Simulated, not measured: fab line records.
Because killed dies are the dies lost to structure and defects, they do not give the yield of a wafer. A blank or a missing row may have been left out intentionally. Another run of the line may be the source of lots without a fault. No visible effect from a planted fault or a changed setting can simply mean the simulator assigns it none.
fab line records | flow n5_finfet
record: lots: 3 | wafers: 9 | last_day: 17
route steps=1938 shown BEOL_M0@739 BEOL_M1@751 BEOL_M4@1111 PASSIVATION@1936
lots that met no fault: from a run of the same line without faults
start_h: start of the lot's first displayed wafer, in hours after the record's first day | wait_h: hours from the lot's prior step to this one | " same as the row above | L1.1+2: one row covering several wafers at once | - no value, or no start given | * or withheld: withheld | < > ~ a bound
route shown NAME@n: NAME is a module with steps in the file, n the number in the route of the first one | usual: average and standard deviation across the fault-free wafers | same: alike in all rows | chamber/n: place in a boat | sites: per-site readings | _std_site: standard deviation of those values | _edge_site: the outer-site mean with the inner-site mean subtracted | radius_mm: for every site, how far away it sits from the centre of the wafer | mask NAME#n: copy n | behind: the tool/chamber that last shaped the wafer | hold: what put the lot on hold/how long, in hours/how the hold closed | device: transistor that didn't switch, given as n, p or np | end of line: tests of these same wafers at the route's end | a step without rows: its recipe alone | killed: not the wafer's yield, but the dies lost to structure and defects at the first sort | map: the dies of a wafer, with x for killed, . for not killed, _ for no die there
set.NAME: the setting that was run; set.NAME@STEP: the one run at that earlier step | model.NAME: the simulator's own value behind a step, which no gauge read
a table for each step, a row for each wafer; lots at some steps of the route
services: the hour from which a tool's chamber was out of use, counted from the record's first day as start_h (under 0 if before that day), plus the number of hours and why
== steps ==
step: N5_BEOL_M0_ANNEAL_135
recipe: temp_c: 400 | time_s: 60 | ambient: vacuum
step: N5_BEOL_M0_SPUTTER_141
recipe: material: Cu | target_thk_a: 40 | temp_c: -20 | chamber_pressure_pa: 0.07 | power_w: withheld | time_s: 7.37
step: N5_BEOL_M0_ECD_118
recipe: material: Cu | target_thk_a: 3000
step: N5_BEOL_M0_ANNEAL_119
recipe: temp_c: 225 | time_s: 90 | ambient: N2
step: N5_BEOL_M0_CMP_120
recipe: stop_on: SiOC | t_overpolish_s: 6.9 | down_force_psi: 1 | platen_rpm: 50 | clearing_platen_down_force_psi: 1.5 | clearing_platen_rpm: 50 | post_cmp_clean: cu_alkaline | clearing_platen_pad_velocity_m_s: 0.99484 | pad_velocity_m_s: 0.99484
step: N5_BEOL_M0_PRE_CLEAN_131
recipe: gas: NH3/H2 | time_s: 15 | temp_c: * | rf_power_w: 300
step: N5_BEOL_M0_CO_CAP_123
recipe: material: Co | target_thk_a: 20 | temp_c: 200 | precursor: CCTBA/H2 | pressure_torr: 30 | time_s: 102.1
step: N5_BEOL_M0_PRE_CLEAN_124
recipe: gas: NH3 | time_s: 15 | temp_c: withheld | rf_power_w: 300
step: N5_BEOL_M0_DEP_125
recipe: material: SiCN | target_thk_a: 80 | temp_c: withheld | precursor: 3MS/NH3 | pressure_torr: 3 | rf_w: 202 | time_s: 14
step: N5_BEOL_M1_ILD_DEP_00
recipe: material: SiOC | target_thk_a: 790 | temp_c: 350 | precursor: DEMS/O2 | pressure_torr: 5 | rf_w: 500 | time_s: 15.3
usual: chamber_pressure_Torr: 4.999/0.011 | heater_power_w: 447/67 | showerhead_plenum_p_Torr: 5.693/0.015 | throttle_valve_pct: 11.9/0.67
lot.wafer | tool     | chamber | start_h | wait_h | chamber_pressure_Torr | heater_power_w | showerhead_plenum_p_Torr | throttle_valve_pct
L816.2    | pecvd-01 | 0       | 133.05  | 0.0    | 5.005                 | 564            | 5.712                    | 11.9
L816.3    | "        | 1       | "       | "      | 5.021                 | 488            | 5.693                    | 12.9
L816.5    | "        | 0       | "       | "      | 4.997                 | 550            | 5.694                    | 11.7
L828.1    | pecvd-01 | 1       | 211.98  | 0.0    | 5.002                 | 437            | 5.692                    | 12.8
L828.5    | "        | 0       | "       | "      | 5.000                 | 570            | 5.708                    | 12.1
L828.6    | "        | 1       | "       | "      | 4.990                 | 436            | 5.691                    | 13.1
L835.1    | pecvd-04 | 0       | 248.56  | 0.0    | 5.013                 | 336            | 5.664                    | 11.0
L835.3    | "        | 1       | "       | "      | 5.012                 | 549            | 5.704                    | 12.6
L835.4    | "        | 0       | "       | "      | 5.007                 | 331            | 5.667                    | 11.3
step: N5_BEOL_M1_PECVD_72
recipe: material: SiO2 | target_thk_a: 160 | temp_c: 400 | precursor: TEOS/O2 | pressure_torr: 5.5 | rf_w: 450 | teos_flow_sccm: 53.8 | gas: O2 | flow_sccm: 3000 | time_s: 18
step: N5_BEOL_M1_HM_DEP_02
recipe: material: TiN | target_thk_a: 200 | temp_c: 25 | chamber_pressure_pa: 0.49996
step: N5_BEOL_M1_COAT_61
recipe: resist: SOC | temp_c: 250 | time_s: 60 | spin_rpm: 1500 | resist_thk_nm: 60
step: N5_BEOL_M1_COAT_62
recipe: resist: SiARC | temp_c: 220 | time_s: 60 | spin_rpm: 1500 | resist_thk_nm: 12
step: N5_BEOL_M1_COAT_73
recipe: resist: underlayer | temp_c: 205 | time_s: 60 | spin_rpm: 1500 | resist_thk_nm: 5
step: N5_BEOL_M1_COAT_05
recipe: resist: CAR-EUV | spin_rpm: 1500 | resist_thk_nm: 30
step: N5_BEOL_M1_EBR_07
recipe: solvent: PGMEA | ebr_width_mm: 1.5
step: N5_BEOL_M1_SOFTBAKE_06
recipe: temp_c: 110 | time_s: 60 | resist: CAR-EUV
step: N5_BEOL_M1_EXPOSE_08
recipe: mask_id: M1 | na: 0.33 | source_shape: dipole | sigma_inner: 0.369 | sigma_outer: 0.767 | polarization: unpolarized | dose_mj: 33
step: N5_BEOL_M1_PEB_09
recipe: peb_temp_c: 100 | peb_time_s: 60 | resist: CAR-EUV
step: N5_BEOL_M1_DEVELOP_10
recipe: develop_time_s: 30 | developer: TMAH | resist: CAR-EUV | rinse_liquid: surfactant_rinse | dry: air_spin | dev_temp_c: 23
step: N5_BEOL_M1_INSPECT_13
recipe: mode: adi | inspect_instrument: brightfield
usual: raw_defect_count: 418/91
lot.wafer | tool              | chamber | start_h | wait_h | raw_defect_count
L816.2    | defect_inspect-02 | -       | 135.73  | 0.0    | 445
L816.3    | "                 | -       | "       | "      | 383
L816.5    | "                 | -       | "       | "      | 476
L828.1    | defect_inspect-02 | -       | 213.10  | 0.1    | 698
L828.5    | "                 | -       | "       | "      | 739
L828.6    | "                 | -       | "       | "      | 743
L835.1    | defect_inspect-02 | -       | 251.03  | 0.1    | 393
L835.3    | "                 | -       | "       | "      | 684
L835.4    | "                 | -       | "       | "      | 605
step: N5_BEOL_M1_DESCUM_16
recipe: chemistry: O2 | time_s: 7 | source_power_w: 50 | bias_power_w: 20 | pressure_mtorr: 20 | rf_frequency_hz: 2.712e+07 | temp_c: 40 | resist: CAR-EUV | o2_flow_sccm: 225
step: N5_BEOL_M1_ETCH_74
recipe: chemistry: N2/H2 | target: underlayer | target_depth_a: 65 | mask_material: CAR-EUV | time_s: 5.2 | ion_energy_ev: 200 | pressure_mtorr: 30 | source_w: 840 | bias_w: 150 | n2_flow_sccm: 200 | h2_flow_sccm: 200 | ends: cleared
step: N5_BEOL_M1_ETCH_63
recipe: chemistry: CF4 | target: SiARC | target_depth_a: 156 | mask_material: CAR-EUV | time_s: 26 | ion_energy_ev: 80 | pressure_mtorr: 40 | source_w: 545 | bias_w: 36 | Ar_flow_sccm: 100 | cf4_flow_sccm: 100 | ends: cleared
step: N5_BEOL_M1_ETCH_64
recipe: chemistry: N2/H2 | target: SOC | target_depth_a: 750 | overetch_a: 150 | mask_material: SiARC | temp_c: 40 | time_s: 112.5 | ion_energy_ev: 200 | pressure_mtorr: 30 | source_w: 840 | bias_w: 150 | n2_flow_sccm: 200 | h2_flow_sccm: 200
step: N5_BEOL_M1_STRIP_65
recipe: chemistry: N2/H2 | temp_c: 40 | n2_flow_sccm: 200 | h2_flow_sccm: 200 | rf_frequency_hz: 6e+07
step: N5_BEOL_M1_STRIP_75
recipe: chemistry: N2/H2 | temp_c: 40 | n2_flow_sccm: 200 | h2_flow_sccm: 200 | rf_frequency_hz: 6e+07
step: N5_BEOL_M1_STRIP_66
recipe: chemistry: CF4 | resist: SiARC | power_w: 300 | bias_power_w: 75 | pressure_mtorr: 50 | cf4_flow_sccm: 150 | rf_frequency_hz: 6e+07
step: N5_BEOL_M1_HM_OPEN_17
recipe: chemistry: Cl2/BCl3 | target_depth_a: 200 | overetch_a: 60 | target: TiN | mask_material: SOC | ion_energy_ev: 150 | pressure_mtorr: 10 | icp_w: 1000 | bias_w: 126 | Cl2_flow_sccm: 53.25 | bcl3_flow_sccm: 21.75 | Ar_flow_sccm: 25
step: N5_BEOL_M1_STRIP_19
recipe: chemistry: O2 | power_w: 400 | temp_c: 40 | pressure_mtorr: 30 | rf_frequency_hz: 6e+07 | bias_power_w: 0 | overash_fraction: 0.2 | o2_flow_sccm: 225
step: N5_BEOL_M1_COAT_67
recipe: resist: SOC | temp_c: 250 | time_s: 60 | spin_rpm: 1500 | resist_thk_nm: 60
step: N5_BEOL_M1_COAT_68
recipe: resist: SiARC | temp_c: 220 | time_s: 60 | spin_rpm: 1500 | resist_thk_nm: 12
step: N5_BEOL_M1_COAT_76
recipe: resist: underlayer | temp_c: 205 | time_s: 60 | spin_rpm: 1500 | resist_thk_nm: 5
step: N5_BEOL_M1_COAT_22
recipe: resist: CAR-EUV | spin_rpm: 1500 | resist_thk_nm: 30
step: N5_BEOL_M1_INSPECT_30
recipe: mode: adi | inspect_instrument: brightfield
usual: raw_defect_count: 416/93
lot.wafer | tool              | chamber | start_h | wait_h | raw_defect_count
L816.2    | defect_inspect-01 | -       | 137.22  | 0.0    | 444
L816.3    | "                 | -       | "       | "      | 351
L816.5    | "                 | -       | "       | "      | 432
L828.1    | defect_inspect-01 | -       | 214.12  | 0.1    | 668
L828.5    | "                 | -       | "       | "      | 708
L828.6    | "                 | -       | "       | "      | 726
L835.1    | defect_inspect-02 | -       | 252.12  | 0.1    | 409
L835.3    | "                 | -       | "       | "      | 747
L835.4    | "                 | -       | "       | "      | 567
step: N5_BEOL_M4_RC_MEAS_101
usual: DIBL_N: 36.5/1.9 | DIBL_P: 36.7/2.1 | IOFF_N: 0.17/0.035 | IOFF_P: 0.22/0.042 | ION_N: 676/10 | ION_P: 462/8.1 | SS_N: 71.5/0.72 | SS_P: 73.4/0.7 | VT_N: 249/3.1 | VT_P: -250/3.9
lot.wafer | tool      | chamber | start_h | wait_h | DIBL_N[mV/V] | DIBL_P[mV/V] | IOFF_N[nA/um] | IOFF_P[nA/um] | ION_N[uA/um] | ION_P[uA/um] | SS_N[mV/dec] | SS_P[mV/dec] | VT_N[mV] | VT_P[mV]
L816.2    | prober-01 | 0       | 181.16  | 0.2    | 33.9         | 35.5         | 0.14          | 0.16          | 677          | 450          | 71.3         | 73.1         | 250      | -257
L816.3    | "         | 0       | "       | "      | 33.7         | 35.1         | 0.13          | 0.16          | 673          | 455          | 71.2         | 72.9         | 250      | -257
L816.5    | "         | 0       | "       | "      | 33.7         | 35.3         | 0.12          | 0.15          | 666          | 453          | 70.6         | 72.4         | 255      | -256
L828.1    | prober-02 | 0       | 256.88  | 0.0    | 39.3         | 39.6         | 0.22          | 0.24          | 691          | 470          | 72.4         | 73.7         | 244      | -251
L828.5    | "         | 0       | "       | "      | 37.5         | 36.2         | 0.18          | 0.18          | 668          | 454          | 71.2         | 73.5         | 248      | -253
L828.6    | "         | 0       | "       | "      | 36.7         | 36.0         | 0.16          | 0.17          | 681          | 457          | 71.9         | 72.4         | 251      | -257
L835.1    | prober-02 | 0       | 316.29  | 0.0    | 35.6         | 34.6         | 0.15          | 0.16          | 667          | 448          | 70.8         | 72.6         | 249      | -254
L835.3    | "         | 0       | "       | "      | 37.4         | 37.2         | 0.16          | 0.19          | 680          | 459          | 70.7         | 72.4         | 250      | -254
L835.4    | "         | 0       | "       | "      | 37.5         | 37.0         | 0.17          | 0.20          | 689          | 466          | 71.6         | 73.9         | 250      | -252
step: N5_PASSIVATION_PROBE_49
usual: defect_limited_yield: 91.4/1.5 | killed_at_M0_to_M3: 35/12 | killed_at_M4_up: 13/5.8 | killed_at_contacts: 12/5.5 | killed_at_front_end: 36/9.9 | killed_at_other: 4/3.7 | killed_dies: 101/18 | killed_open: 66/13 | killed_short: 33/8 | sort_bin_5_function: 5.0/1 | sort_bin_6_memory: 3.2/0.67 | sort_n_pass: 1079/18 | sort_yield_pct: 91.4/1.5
same: gross_dies: 1180 | killed_at_back_side: 0 | sort_bin_4_leakage[%]: 0 | sort_bin_8_speed[%]: 0
lot.wafer | tool      | chamber | start_h | wait_h | defect_limited_yield[%] | killed_at_M0_to_M3 | killed_at_M4_up | killed_at_contacts | killed_at_front_end | killed_at_other | killed_dies | killed_open | killed_short | sort_bin_5_function[%] | sort_bin_6_memory[%] | sort_n_pass | sort_yield_pct[%]
L828.1    | prober-01 | -       | 373.91  | 0.0    | 85.5                    | 105                | 14              | 13                 | 35                  | 4               | 171         | 56          | 29           | 9.2                    | 3.6                  | 1009        | 85.5
L828.5    | prober-01 | -       | 374.11  | 0.2    | 84.2                    | 132                | 5               | 11                 | 36                  | 3               | 187         | 63          | 27           | 10.8                   | 3.9                  | 993         | 84.2
L828.6    | prober-01 | -       | 374.16  | 0.3    | 82.2                    | 147                | 16              | 6                  | 35                  | 6               | 210         | 62          | 37           | 11.6                   | 4.6                  | 970         | 82.2
killed by level:class
L828.1 BEOL_M1:unspecified=86 FIN_SAQP:geometric_particle:open=11 MOL_CONTACT_COAG:geometric_particle:open=9 BEOL_M0_SAQP:geometric_particle:open=9 FIN_SAQP:geometric_particle:short=6 GATE_CUT:geometric_particle:short=6 BEOL_M3:geometric_particle:open=6 STI_FIN_REVEAL:geometric_particle:open=4
L828.5 BEOL_M1:unspecified=96 MOL_CONTACT_COAG:geometric_particle:open=10 BEOL_M0_SAQP:geometric_particle:short=9 STI_FIN_REVEAL:geometric_particle:open=7 BEOL_M0_SAQP:geometric_particle:open=7 FIN_SAQP:geometric_particle:open=6 BEOL_M2:geometric_particle:open=6 BEOL_M3:geometric_particle:open=6
L828.6 BEOL_M1:unspecified=108 BEOL_M0_SAQP:geometric_particle:short=15 BEOL_M0_SAQP:geometric_particle:open=12 FIN_SAQP:geometric_particle:short=8 STI_FIN_REVEAL:geometric_particle:open=6 BEOL_M4:geometric_particle:open=6 GATE_CUT:geometric_particle:short=5 MOL_CONTACT_COAG:geometric_particle:open=5
map L828.6 (x killed, . not)
_________________............________________
______________.xx............xx._____________
___________...x.x.x................__________
__________.....x.xx..x.x...x........_________
________...x.xxxx.xxxxx..xx..........._______
_______...xx..xxxxxxxxxx......x..x.x...______
______x.....x.xxxxxxxxxxx.x..x.........._____
_____....x.xxxxxxxxxxxxxxx...............____
____.....x..xxx.xxxxxxxxx....x............___
___......x....xxxxxxxxx..xx.x..............__
___.......x.xxxxxx.xxxxxxx.................__
__......x....xxxxxxxxxxx...................._
__......xx....x..x.xxx...........x.........._
_....x....xx...x...xx.xx......x..............
_.........................x..x..........x....
_......................x.......x....x...x....
_.xx.......x.............x...................
_..................x.........................
_..................x..................xx.....
_.....x...................xx......x..........
_.............xx.......x.x.....x.............
__.........x..x..x...x.x.x.......x........x._
__..x............x....x..............x......_
___..............x.x..x....................__
___....x.......x...................x..x....__
____..............x....x..................___
_____x......x....................x.......____
______...x....x.....x..........x.......x_____
_______x......x....x.x..............x..______
________....................x..x......_______
__________..x..........x.x......x..._________
___________.x.........x............__________
______________...x...x.........._____________
_________________..........x.________________
map L816.3 (x killed, . not)
_________________...x.......x________________
______________...x.x............_____________
___________.x.......x.........x....__________
__________xxx..........x............_________
________.........xx.........x........._______
_______.x..x...xx...x..................______
______.x..x..x.........................._____
_____............x..............x........____
____......................................___
___.........................x.x............__
___....x...................................__
__.........................................._
__......................x...............x..._
_......x....................x...x............
_x..........x.........x.......x........x.x...
_..................x......x........xxx.......
_x..x.........x...............x.....xxx...x..
_..x.....x...x..x....x......................x
_...x...x.......x..........................xx
_.........x.......x..........................
_.......x.x..............x................x..
__..............x...x....x...............xx._
__x......x.......x........x.......x........._
___...............................x......x.__
___x......x..x.................x..x........__
____...............................x......___
_____..x................x..........x.....____
______.x..........x.............x.x....._____
_______...................x.........x..______
________..x..........................._______
__________....x..............x..x..._________
___________x........x....x.x..x.x..__________
______________............x..x.._____________
_________________..x.........________________
== services ==
tool     | chamber | start_h | hours | kind
pecvd-04 | -       | 128.28  | 5.5   | pm
pecvd-01 | 2       | 145.14  | 11.9  | repair
pecvd-01 | 2       | 202.38  | -     | clean
pecvd-01 | 2       | 202.38  | -     | consumable_replace:showerhead
pecvd-01 | 2       | 202.38  | 29.0  | scheduled_down
pecvd-01 | 2       | 202.38  | 29.0  | vent_cycle
== key ==
first_sign: step: N5_BEOL_M1_INSPECT_13 | reading: raw_defect_count | direction: up | sigmas: 3.4 | usual: 418 | struck: 727
effect: step: N5_BEOL_M1_INSPECT_30 | reading: raw_defect_count | direction: up | sigmas: 3.1 | usual: 416 | struck: 701
effect: step: N5_PASSIVATION_PROBE_49 | reading: killed_at_M0_to_M3 | direction: up | sigmas: 8 | usual: 35 | struck: 128
more_kills_born_at: N5_BEOL_M1_ILD_DEP_00@pecvd-01: 290
met_at N5_BEOL_M1_ILD_DEP_00
struck_wafers L828.1,L828.5,L828.6
onset_between 133.05 211.98
fault: kind: chamber_particle_source | tool: pecvd-01 | chamber: - | onset_h: 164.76 | steps: N5_BEOL_M1_ILD_DEP_00 | rate_per_visit_cm2: 0.43139 | end_h: 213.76
